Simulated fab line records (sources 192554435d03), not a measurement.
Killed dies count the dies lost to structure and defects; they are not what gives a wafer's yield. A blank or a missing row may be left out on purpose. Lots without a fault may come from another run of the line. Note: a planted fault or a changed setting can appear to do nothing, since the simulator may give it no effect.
What tool caused it?	flow n5Finfet	24 lots, 72 wafers sampled, at 6 steps of a route of 1938

== WHAT THE GAUGES SHOWED, per wafer ==
No reading from a measuring or inspecting step in the record can be judged against a usual standard deviation.

== WHICH TOOL RAN EACH LOT (tool, then ch and the chambers of the sampled wafers, then the start) ==
lot	N5_FIN_SAQP_ETCH_65	N5_FIN_SAQP_ETCH_67	N5_FIN_SAQP_FIN_ETCH_36	N5_FIN_CUT_PRECLEAN_35	N5_STI_FIN_REVEAL_ETCHBACK_08	N5_STI_FIN_REVEAL_OXIDATION_31
L074	rieSi-03 ch 2,3, day 2 00:18	rieDiel-04 ch 1,2,3, day 2 01:14	rieSi-03 ch 0,1,3, day 2 02:29	vaporEtch-01 ch 1, day 2 03:47	rieDiel-03 ch 2,3, day 2 09:52	plasmaAsher-02 ch 0,1, day 2 12:17
L075	rieSi-03 ch 0,3, day 2 06:38	rieDiel-03 ch 0,2, day 2 07:15	rieSi-03 ch 0,3, day 2 08:29	vaporEtch-01 ch 1, day 2 09:43	rieDiel-05 ch 1,2,3, day 2 15:49	plasmaAsher-02 ch 0,1, day 2 18:13
L076	rieSi-02 ch 1,2,3, day 2 12:16	rieDiel-04 ch 1,3, day 2 13:15	rieSi-03 ch 0,3, day 2 14:22	vaporEtch-02 ch 0,1, day 2 15:44	rieDiel-04 ch 1,2,3, day 2 22:24	plasmaAsher-01 ch 0,1, day 3 00:50
L077	rieSi-02 ch 0,1,3, day 2 18:49	rieDiel-05 ch 1,2,3, day 2 19:32	rieSi-02 ch 2,3, day 2 20:40	vaporEtch-02 ch 0,1, day 2 22:01	rieDiel-04 ch 0,3, day 3 04:22	plasmaAsher-01 ch 0,1, day 3 06:48
L078	rieSi-03 ch 0,1,2, day 2 23:52	rieDiel-05 ch 1,3, day 3 00:32	rieSi-05 ch 0,2,3, day 3 01:38	vaporEtch-02 ch 0, day 3 02:59	rieDiel-04 ch 0,3, day 3 09:37	plasmaAsher-01 ch 0,1, day 3 12:05
L079	rieSi-03 ch 0,2, day 3 06:43	rieDiel-05 ch 0,3, day 3 07:20	rieSi-05 ch 0,1,3, day 3 08:26	vaporEtch-01 ch 0,1, day 3 09:53	rieDiel-05 ch 0,1,2, day 3 17:20	plasmaAsher-01 ch 0,1, day 3 19:47
L080	rieSi-03 ch 0,1,3, day 3 13:59	rieDiel-05 ch 2,3, day 3 14:37	rieSi-03 ch 0,2, day 3 15:50	vaporEtch-01 ch 0,1, day 3 17:11	rieDiel-05 ch 0,2,3, day 3 23:21	plasmaAsher-01 ch 0,1, day 4 01:45
L081	rieSi-05 ch 0,3, day 3 18:19	rieDiel-04 ch 1,2,3, day 3 19:00	rieSi-05 ch 0,1,2, day 3 20:16	vaporEtch-01 ch 0,1, day 3 21:31	rieDiel-05 ch 0,3, day 4 03:40	plasmaAsher-01 ch 0,1, day 4 06:05
L082	rieSi-03 ch 0,1,2, day 4 00:04	rieDiel-03 ch 0,1,2, day 4 00:41	rieSi-05 ch 1,2,3, day 4 01:56	vaporEtch-02 ch 0,1, day 4 03:10	rieDiel-04 ch 0,1,3, day 4 09:38	plasmaAsher-01 ch 0,1, day 4 12:02
L083	rieSi-03 ch 0,2, day 4 08:25	rieDiel-03 ch 0,3, day 4 09:13	rieSi-05 ch 1,3, day 4 10:27	vaporEtch-02 ch 0,1, day 4 11:40	rieDiel-05 ch 0,2,3, day 4 17:42	plasmaAsher-01 ch 0,1, day 4 20:07
L084	rieSi-03 ch 0,1, day 4 12:26	rieDiel-05 ch 0,1,3, day 4 13:04	rieSi-02 ch 0,1,3, day 4 14:10	vaporEtch-02 ch 0,1, day 4 15:31	rieDiel-03 ch 2,3, day 4 21:37	plasmaAsher-02 ch 0,1, day 5 00:01
L085	rieSi-03 ch 0,2, day 4 20:23	rieDiel-03 ch 0,3, day 4 21:09	rieSi-05 ch 0,1, day 4 22:57	vaporEtch-02 ch 0,1, day 5 00:19	rieDiel-05 ch 0,1,3, day 5 06:29	plasmaAsher-02 ch 0,1, day 5 09:44
L086	rieSi-02 ch 0,2,3, day 5 01:29	rieDiel-05 ch 0,1,3, day 5 02:14	rieSi-05 ch 0,1,3, day 5 03:22	vaporEtch-02 ch 0,1, day 5 04:38	rieDiel-03 ch 0,2, day 5 11:32	plasmaAsher-02 ch 0,1, day 5 13:57
L087	rieSi-05 ch 2,3, day 5 06:26	rieDiel-04 ch 0,1,3, day 5 07:11	rieSi-03 ch 0,3, day 5 08:17	vaporEtch-01 ch 0,1, day 5 09:39	rieDiel-04 ch 0,2,3, day 5 17:05	plasmaAsher-01 ch 0,1, day 5 20:01
L088	rieSi-02 ch 1,2, day 5 13:26	rieDiel-03 ch 0,2, day 5 14:10	rieSi-05 ch 0,2,3, day 5 15:21	vaporEtch-01 ch 0,1, day 5 16:36	rieDiel-05 ch 1,3, day 5 23:19	plasmaAsher-01 ch 0,1, day 6 01:44
L089	rieSi-03 ch 0,2,3, day 5 18:49	rieDiel-05 ch 0,3, day 5 19:26	rieSi-02 ch 2,3, day 5 20:40	vaporEtch-01 ch 0,1, day 5 21:55	rieDiel-03 ch 0,1,2, day 6 04:33	plasmaAsher-02 ch 0,1, day 6 06:58
L090	rieSi-03 ch 0,3, day 6 01:06	rieDiel-04 ch 2,3, day 6 01:43	rieSi-05 ch 0,1,2, day 6 03:46	vaporEtch-01 ch 0,1, day 6 07:33	rieDiel-05 ch 0,2, day 6 13:34	plasmaAsher-02 ch 0, day 6 15:59
L091	rieSi-05 ch 0,2,3, day 6 07:13	rieDiel-03 ch 0,1,2, day 6 07:50	rieSi-02 ch 1,3, day 6 08:56	vaporEtch-02 ch 0,1, day 6 10:36	rieDiel-03 ch 0,3, day 6 16:43	plasmaAsher-01 ch 1, day 6 19:07
L092	rieSi-03 ch 0,1, day 6 13:13	rieDiel-05 ch 0,1,2, day 6 13:50	rieSi-03 ch 0,1, day 6 14:58	vaporEtch-01 ch 0,1, day 6 16:15	rieDiel-03 ch 1,2,3, day 6 22:45	plasmaAsher-02 ch 0,1, day 7 01:10
L093	rieSi-03 ch 0,1,3, day 6 18:03	rieDiel-04 ch 2,3, day 6 18:46	rieSi-05 ch 0,1,3, day 6 20:09	vaporEtch-02 ch 0,1, day 6 21:23	rieDiel-04 ch 0,3, day 7 03:25	plasmaAsher-02 ch 0,1, day 7 05:49
L094	rieSi-02 ch 0,2, day 7 02:03	rieDiel-04 ch 1,2,3, day 7 02:49	rieSi-02 ch 1,3, day 7 03:55	vaporEtch-02 ch 0,1, day 7 05:15	rieDiel-04 ch 1,3, day 7 11:31	plasmaAsher-02 ch 0,1, day 7 13:56
L095	rieSi-02 ch 0,3, day 7 07:00	rieDiel-04 ch 2,3, day 7 07:37	rieSi-05 ch 0,1,3, day 7 08:52	vaporEtch-02 ch 0,1, day 7 10:08	rieDiel-04 ch 0,2,3, day 7 16:38	plasmaAsher-01 ch 1, day 7 19:03
L096	rieSi-02 ch 0,2,3, day 7 13:03	rieDiel-04 ch 0,1,3, day 7 13:41	rieSi-02 ch 0,1,3, day 7 14:47	vaporEtch-01 ch 0,1, day 7 16:08	rieDiel-04 ch 1,2,3, day 7 22:11	plasmaAsher-01 ch 0,1, day 8 00:36
L097	rieSi-03 ch 0,2,3, day 7 18:18	rieDiel-03 ch 0,1, day 7 18:55	rieSi-02 ch 0,1,3, day 7 20:01	vaporEtch-02 ch 0,1, day 7 21:15	rieDiel-03 ch 2,3, day 8 03:43	plasmaAsher-02 ch 0,1, day 8 06:07
- N5_FIN_SAQP_ETCH_65: etches SiO2 in CF4, target depth 4 nm, time 4.4 s.
- N5_FIN_SAQP_ETCH_67: etches SiNx in CH3F/O2, target depth 30 nm.
- N5_FIN_SAQP_FIN_ETCH_36: etches the open film in HBr/Cl2/O2, target depth 120 nm, time 50.4 s.
- N5_FIN_CUT_PRECLEAN_35: cleans in vHF, time 13.3 s.
- N5_STI_FIN_REVEAL_ETCHBACK_08: etches SiO2 in C4F6/O2, target depth 30.5 nm, time 10.167 s.
- N5_STI_FIN_REVEAL_OXIDATION_31: chemistry O2 PLASMA REMOTE, time 20 s.

== WHAT THE TOOLS THEMSELVES READ (means of the sampled wafers that have a number; where no wafer has one, the mark that the record gives instead) ==
N5_FIN_SAQP_ETCH_65. Usual: drypumpMotorCurrentA 5.6 A, standard deviation 0.33; heBacksideLeakSccm 2.9 sccm, standard deviation 0.6; oesProductAu 1.002 a.u., standard deviation 0.014; throttleValvePct 21.77 %, standard deviation 0.16.
lot	tool	drypumpMotorCurrentA (A)	heBacksideLeakSccm (sccm)	oesProductAu (a.u.)	throttleValvePct (%)	flag
L074	rieSi-03	5.5	2.3	0.983	21.83	
L075	rieSi-03	5.8	2.7	0.999	21.70	
L076	rieSi-02	5.5	2.9	1.000	21.81	
L077	rieSi-02	5.4	3.0	0.998	21.81	
L078	rieSi-03	5.6	2.9	1.007	21.73	
L079	rieSi-03	5.4	2.9	0.990	21.80	
L080	rieSi-03	5.9	3.0	1.009	21.68	
L081	rieSi-05	5.8	2.7	0.996	22.02	
L082	rieSi-03	5.6	3.7	1.002	21.74	
L083	rieSi-03	5.4	3.4	1.004	21.75	
L084	rieSi-03	5.7	3.5	1.018	21.67	
L085	rieSi-03	5.4	3.2	1.006	21.74	
L086	rieSi-02	5.6	2.8	0.999	22.00	
L087	rieSi-05	5.4	3.0	1.018	21.66	
L088	rieSi-02	5.6	2.8	0.989	21.85	
L089	rieSi-03	5.6	2.7	1.009	21.76	
L090	rieSi-03	5.7	3.3	1.007	21.71	
L091	rieSi-05	5.6	2.8	1.008	21.83	
L092	rieSi-03	5.8	3.2	1.014	21.67	
L093	rieSi-03	5.8	2.8	1.008	21.68	
L094	rieSi-02	5.5	2.7	0.987	21.90	
L095	rieSi-02	5.4	2.6	0.988	21.87	
L096	rieSi-02	5.5	2.6	0.984	21.93	
L097	rieSi-03	5.6	2.8	0.993	21.76	

N5_FIN_SAQP_ETCH_67. Usual: drypumpMotorCurrentA 5.8 A, standard deviation 0.38; oesProductAu 0.75 a.u., standard deviation 0.081; rfVppV 298 V, standard deviation 6.5; showerheadPlenumPTorr 2.00 Torr, standard deviation 0.075; throttleValvePct 16.37 %, standard deviation 0.26.
lot	tool	drypumpMotorCurrentA (A)	oesProductAu (a.u.)	rfVppV (V)	showerheadPlenumPTorr (Torr)	throttleValvePct (%)	flag
L074	rieDiel-04	5.8	0.83	302	2.01	16.24	
L075	rieDiel-03	5.9	0.73	293	1.97	16.16	
L076	rieDiel-04	5.8	0.80	301	2.06	16.34	
L077	rieDiel-05	5.5	0.72	297	1.93	16.30	
L078	rieDiel-05	5.6	0.74	301	1.94	16.26	
L079	rieDiel-05	6.3	0.82	301	2.07	16.28	
L080	rieDiel-05	5.3	0.69	294	1.93	16.37	
L081	rieDiel-04	5.8	0.79	302	2.01	16.28	
L082	rieDiel-03	5.8	0.70	297	2.01	16.33	
L083	rieDiel-03	5.7	0.71	298	2.04	16.27	
L084	rieDiel-05	6.0	0.77	302	2.00	16.29	
L085	rieDiel-03	5.6	0.69	293	2.00	16.51	
L086	rieDiel-05	6.0	0.76	301	2.00	16.31	
L087	rieDiel-04	6.1	0.78	297	2.05	16.52	
L088	rieDiel-03	5.8	0.71	299	2.01	16.13	
L089	rieDiel-05	6.3	0.79	301	2.06	16.32	
L090	rieDiel-04	5.6	0.72	302	2.00	16.47	
L091	rieDiel-03	5.8	0.77	298	2.00	16.19	
L092	rieDiel-05	5.8	0.83	299	2.05	16.20	
L093	rieDiel-04	5.6	0.72	305	1.96	16.38	
L094	rieDiel-04	5.8	0.77	302	2.00	16.32	
L095	rieDiel-04	5.5	0.71	304	1.96	16.40	
L096	rieDiel-04	6.0	0.76	296	2.05	16.56	
L097	rieDiel-03	5.8	0.82	303	2.03	16.17	

N5_FIN_SAQP_FIN_ETCH_36. Usual: drypumpMotorCurrentA 5.7 A, standard deviation 0.32; heBacksideLeakSccm 2.9 sccm, standard deviation 0.44; oesProductAu 1.004 a.u., standard deviation 0.014; throttleValvePct 36.11 %, standard deviation 0.2.
lot	tool	drypumpMotorCurrentA (A)	heBacksideLeakSccm (sccm)	oesProductAu (a.u.)	throttleValvePct (%)	flag
L074	rieSi-03	5.9	2.8	1.007	35.93	
L075	rieSi-03	5.8	2.8	1.009	35.87	
L076	rieSi-03	5.9	2.8	1.007	35.88	
L077	rieSi-02	5.7	2.6	1.008	36.25	
L078	rieSi-05	5.6	2.9	1.000	36.14	
L079	rieSi-05	5.8	2.8	1.000	36.11	
L080	rieSi-03	5.4	2.9	0.994	36.03	
L081	rieSi-05	5.9	2.7	1.009	36.20	
L082	rieSi-05	5.5	3.1	1.005	35.99	
L083	rieSi-05	5.7	3.0	1.002	35.98	
L084	rieSi-02	5.3	3.1	1.012	36.19	
L085	rieSi-05	6.0	2.7	1.000	36.21	
L086	rieSi-05	5.7	2.8	0.999	36.12	
L087	rieSi-03	5.7	3.3	1.015	35.90	
L088	rieSi-05	5.6	2.9	1.012	36.11	
L089	rieSi-02	5.7	2.7	0.999	36.34	
L090	rieSi-05	5.8	2.7	1.011	36.21	
L091	rieSi-02	5.3	3.1	0.998	36.06	
L092	rieSi-03	5.8	3.1	1.012	35.96	
L093	rieSi-05	5.8	2.9	0.998	36.13	
L094	rieSi-02	5.4	2.8	1.005	36.12	
L095	rieSi-05	5.8	2.8	0.998	36.11	
L096	rieSi-02	5.4	3.0	0.988	36.13	
L097	rieSi-02	5.3	3.0	0.986	36.13	

N5_FIN_CUT_PRECLEAN_35. Usual: drypumpMotorCurrentA 5.97 A, standard deviation 0.29.
lot	tool	drypumpMotorCurrentA (A)	flag
L074	vaporEtch-01	5.99	
L075	vaporEtch-01	5.96	
L076	vaporEtch-02	6.16	
L077	vaporEtch-02	6.18	
L078	vaporEtch-02	6.40	
L079	vaporEtch-01	5.90	
L080	vaporEtch-01	5.87	
L081	vaporEtch-01	5.83	
L082	vaporEtch-02	5.90	
L083	vaporEtch-02	6.15	
L084	vaporEtch-02	6.16	
L085	vaporEtch-02	5.90	
L086	vaporEtch-02	6.15	
L087	vaporEtch-01	5.91	
L088	vaporEtch-01	5.92	
L089	vaporEtch-01	5.83	
L090	vaporEtch-01	5.92	
L091	vaporEtch-02	6.13	
L092	vaporEtch-01	5.84	
L093	vaporEtch-02	5.91	
L094	vaporEtch-02	5.91	
L095	vaporEtch-02	5.90	
L096	vaporEtch-01	5.85	
L097	vaporEtch-02	5.89	

N5_STI_FIN_REVEAL_ETCHBACK_08. Usual: drypumpMotorCurrentA 5.8 A, standard deviation 0.39; oesProductAu 0.77 a.u., standard deviation 0.087; rfVppV 667 V, standard deviation 15; showerheadPlenumPTorr 2.84 Torr, standard deviation 0.1; throttleValvePct 21.14 %, standard deviation 0.27.
lot	tool	drypumpMotorCurrentA (A)	oesProductAu (a.u.)	rfVppV (V)	showerheadPlenumPTorr (Torr)	throttleValvePct (%)	flag
L074	rieDiel-03	5.6	0.70	643	2.78	21.35	
L075	rieDiel-05	5.5	0.72	666	2.76	21.05	
L076	rieDiel-04	5.8	0.80	677	2.86	21.06	
L077	rieDiel-04	6.2	0.73	657	2.95	21.61	
L078	rieDiel-04	6.2	0.73	657	2.94	21.62	
L079	rieDiel-05	5.8	0.76	664	2.81	21.13	
L080	rieDiel-05	5.8	0.76	664	2.84	21.13	
L081	rieDiel-05	6.0	0.77	674	2.88	21.04	
L082	rieDiel-04	6.1	0.79	664	2.92	21.33	
L083	rieDiel-05	5.8	0.74	663	2.84	21.13	
L084	rieDiel-03	5.6	0.68	643	2.77	21.37	
L085	rieDiel-05	6.0	0.76	673	2.84	21.07	
L086	rieDiel-03	5.8	0.71	670	2.87	20.85	
L087	rieDiel-04	5.8	0.72	670	2.86	21.39	
L088	rieDiel-05	5.7	0.72	674	2.78	21.05	
L089	rieDiel-03	5.8	0.77	667	2.84	20.95	
L090	rieDiel-05	5.6	0.91	662	3.03	20.95	
L091	rieDiel-03	5.7	0.79	668	2.89	20.89	
L092	rieDiel-03	5.7	0.84	654	2.80	21.08	
L093	rieDiel-04	6.2	0.71	657	2.93	21.66	
L094	rieDiel-04	5.8	0.75	672	2.90	21.17	
L095	rieDiel-04	5.9	0.71	670	2.85	21.41	
L096	rieDiel-04	5.8	0.76	678	2.84	21.12	
L097	rieDiel-03	5.6	0.84	642	2.76	21.10	

N5_STI_FIN_REVEAL_OXIDATION_31. Usual: drypumpMotorCurrentA 5.6 A, standard deviation 0.37; heaterPowerW 142 W, standard deviation 15.
lot	tool	drypumpMotorCurrentA (A)	heaterPowerW (W)	flag
L074	plasmaAsher-02	5.6	157	
L075	plasmaAsher-02	5.3	147	
L076	plasmaAsher-01	5.8	132	
L077	plasmaAsher-01	5.8	137	
L078	plasmaAsher-01	5.8	134	
L079	plasmaAsher-01	5.8	132	
L080	plasmaAsher-01	5.8	139	
L081	plasmaAsher-01	5.7	132	
L082	plasmaAsher-01	5.8	136	
L083	plasmaAsher-01	5.8	134	
L084	plasmaAsher-02	5.3	144	
L085	plasmaAsher-02	5.3	145	
L086	plasmaAsher-02	5.3	145	
L087	plasmaAsher-01	5.8	131	
L088	plasmaAsher-01	5.7	131	
L089	plasmaAsher-02	5.3	144	
L090	plasmaAsher-02	5.9	166	
L091	plasmaAsher-01	5.9	141	
L092	plasmaAsher-02	5.6	157	
L093	plasmaAsher-02	5.3	147	
L094	plasmaAsher-02	5.2	147	
L095	plasmaAsher-01	5.9	141	
L096	plasmaAsher-01	5.8	138	
L097	plasmaAsher-02	5.3	146	

== THE ANSWER, worked out from the rows above alone ==
Rule: a lot counts as off when the mean over its wafers that have a number is more than 3 standard deviations away from the usual mean. Also off: a lot with no number at a reading for which 4 or more lots have one. The other lots that the step has rows for count as sound. The gauges are gone through in route order, then the tools' own readings, and for those a lot's mean is taken as printed above. At the first step where some lot is off, the reading lying furthest off is the one used; lots without a number count as furthest.
No lot is off at any reading shown: from this, nothing can be told.

== WHAT WAS PUT IN BY THE SIMULATOR ==
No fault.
